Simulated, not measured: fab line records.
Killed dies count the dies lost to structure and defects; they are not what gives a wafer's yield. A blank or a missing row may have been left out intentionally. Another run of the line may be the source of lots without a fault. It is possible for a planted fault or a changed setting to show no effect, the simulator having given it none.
Split-lot experiment | flow n5_finfet | 7 lots, 39 wafers read, on a route of 1938 steps

## THE SPLIT
At N5_BEOL_M8_CVD_78 (deposits Co from CCTBA/H2, target thk 2 nm, time 142.3 s), the setting target_thk_a was moved away from the recipe's 20 angstrom on 12 of the 39 wafers read, by +15.8% to +51.5%. All remaining wafers had this setting at the recipe value.

Reading taken at the split's own step.

## THE READING
Co_of_BEOL_M8_CVD_78.thk_nm (the simulator's own value, which no gauge read), in nm, at N5_BEOL_M8_CVD_78 (deposits Co from CCTBA/H2, target thk 2 nm, time 142.3 s). There is no usual value for it anywhere in the file. The 27 wafers here that ran the recipe average 2.1 nm, standard deviation 0.097 nm.

wafer  | tool, chamber at the split | target_thk_a as run, angstrom | against the recipe | Co_of_BEOL_M8_CVD_78.thk_nm, nm | against lot-mates on the recipe
L077.1 | cvd_co-02, 2,0,0           | 30.3                          | +51.5%             | 3.2                             | +1.1
L077.3 | cvd_co-02, 2,0,0           | 30.3                          | +51.5%             | 3.2                             | +1.1
L077.6 | cvd_co-02, 2,0,0           | 30.3                          | +51.5%             | 3.2                             | +1.1
L077.2 | cvd_co-02, 1               | 20                            | recipe             | 2                               | -
L077.4 | cvd_co-02, 1               | 20                            | recipe             | 2                               | -
L077.5 | cvd_co-02, 2               | 20                            | recipe             | 2.2                             | -
L082.1 | cvd_co-02, 1               | 27.85                         | +39.3%             | 2.8                             | +0.7
L082.2 | cvd_co-02, 0,1             | 27.85                         | +39.3%             | 3                               | +0.9
L082.5 | cvd_co-02, 0,1             | 27.85                         | +39.3%             | 3                               | +0.9
L082.3 | cvd_co-02, 2               | 20                            | recipe             | 2                               | -
L082.4 | cvd_co-02, 0,2             | 20                            | recipe             | 2.2                             | -
L082.6 | cvd_co-02, 0,2             | 20                            | recipe             | 2.2                             | -
L088.1 | cvd_co-02, 0,1             | 23.16                         | +15.8%             | 2.4                             | +0.2
L088.5 | cvd_co-02, 0,1             | 23.16                         | +15.8%             | 2.4                             | +0.2
L088.2 | cvd_co-02, 1,0,2           | 20                            | recipe             | 2.2                             | -
L088.4 | cvd_co-02, 1,0,2           | 20                            | recipe             | 2.2                             | -
L088.6 | cvd_co-02, 1,0,2           | 20                            | recipe             | 2.2                             | -
L088.3 | cvd_co-02, 2               | 23.16                         | +15.8%             | 2.6                             | +0.4
L087.1 | cvd_co-02, 1,2,0           | 20                            | recipe             | 2.2                             | -
L087.4 | cvd_co-02, 1,2,0           | 20                            | recipe             | 2.2                             | -
L087.6 | cvd_co-02, 1,2,0           | 20                            | recipe             | 2.2                             | -
L087.2 | cvd_co-02, 2,0,1           | 20                            | recipe             | 2                               | -
L087.3 | cvd_co-02, 2,0,1           | 20                            | recipe             | 2                               | -
L087.5 | cvd_co-02, 2,0,1           | 20                            | recipe             | 2                               | -
L089.1 | cvd_co-02, 1,2,2           | 20                            | recipe             | 2                               | -
L089.2 | cvd_co-02, 1,2,2           | 20                            | recipe             | 2                               | -
L089.4 | cvd_co-02, 1,2,2           | 20                            | recipe             | 2                               | -
L090.1 | cvd_co-01, 2,0,1,1,2,0     | 20                            | recipe             | 2                               | -
L090.2 | cvd_co-01, 2,0,1,1,2,0     | 20                            | recipe             | 2                               | -
L090.3 | cvd_co-01, 2,0,1,1,2,0     | 20                            | recipe             | 2                               | -
L090.4 | cvd_co-01, 2,0,1,1,2,0     | 20                            | recipe             | 2                               | -
L090.5 | cvd_co-01, 2,0,1,1,2,0     | 20                            | recipe             | 2                               | -
L090.6 | cvd_co-01, 2,0,1,1,2,0     | 20                            | recipe             | 2                               | -
L092.1 | cvd_co-01, 2               | 27.34                         | +36.7%             | 2.6                             | +0.5
L092.4 | cvd_co-01, 2               | 27.34                         | +36.7%             | 2.6                             | +0.5
L092.2 | cvd_co-01, 0               | 20                            | recipe             | 2                               | -
L092.5 | cvd_co-01, 0               | 20                            | recipe             | 2                               | -
L092.3 | cvd_co-01, 1               | 27.34                         | +36.7%             | 2.8                             | +0.7
L092.6 | cvd_co-01, 1               | 20                            | recipe             | 2.2                             | -
The file does not say which wafer passed through which chamber wherever a row lists several chambers: such a row stands for several wafers.

THE FIT
A straight line over all 39 wafers: Co_of_BEOL_M8_CVD_78.thk_nm changes by +0.0206 nm for each +1% of target_thk_a; r = +0.96; the points scatter about the line by 0.11 nm.
The same after taking each lot's own level away (the mean of its wafers on the recipe; 39 wafers): +0.0202 nm for each +1%; r = +0.97; scatter 0.092 nm.
On that fit, the largest move of target_thk_a shifts the reading by 1 nm.
Across the lots, their own levels run from 2.00 to 2.20 nm, a range of 2.1 times the standard deviation given above.
Hence the lot-to-lot level has little effect on the slope; both slopes agree.
Check: +1.02 nm against its lot-mates is what the line predicts for one of the wafers moved furthest among these (+51.5%) when that wafer is left out of the fit. Against them it came out at +1.13 nm.

## FURTHER SPLITS ON THESE WAFERS
Other splits were also applied to these wafers ahead of the reading. Each is held against what the fit with the lots' levels taken away leaves over:
other split on the same wafers            | wafers away from the commonest value | r with Co_of_BEOL_M8_CVD_78.thk_nm (lot level and that fit taken away)
N5_FIN_SAQP_ALD_61 ald_cycles             | 12                                   | +0.01
N5_MOL_CONTACT_COAG_ALD_27 ald_cycles     | 15                                   | +0.12
N5_BEOL_M0_SAQP_DEVELOP_13 develop_time_s | 18                                   | -0.12
N5_BEOL_M1_ALD_84 ald_cycles              | 15                                   | -0.02
N5_BEOL_M3_TRENCH_ETCH_37 time_s          | 12                                   | +0.03

## FILE'S OWN FIT
Co_of_BEOL_M8_CVD_78.thk_nm changes by +0.02 nm for each +1% of target_thk_a, r = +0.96.
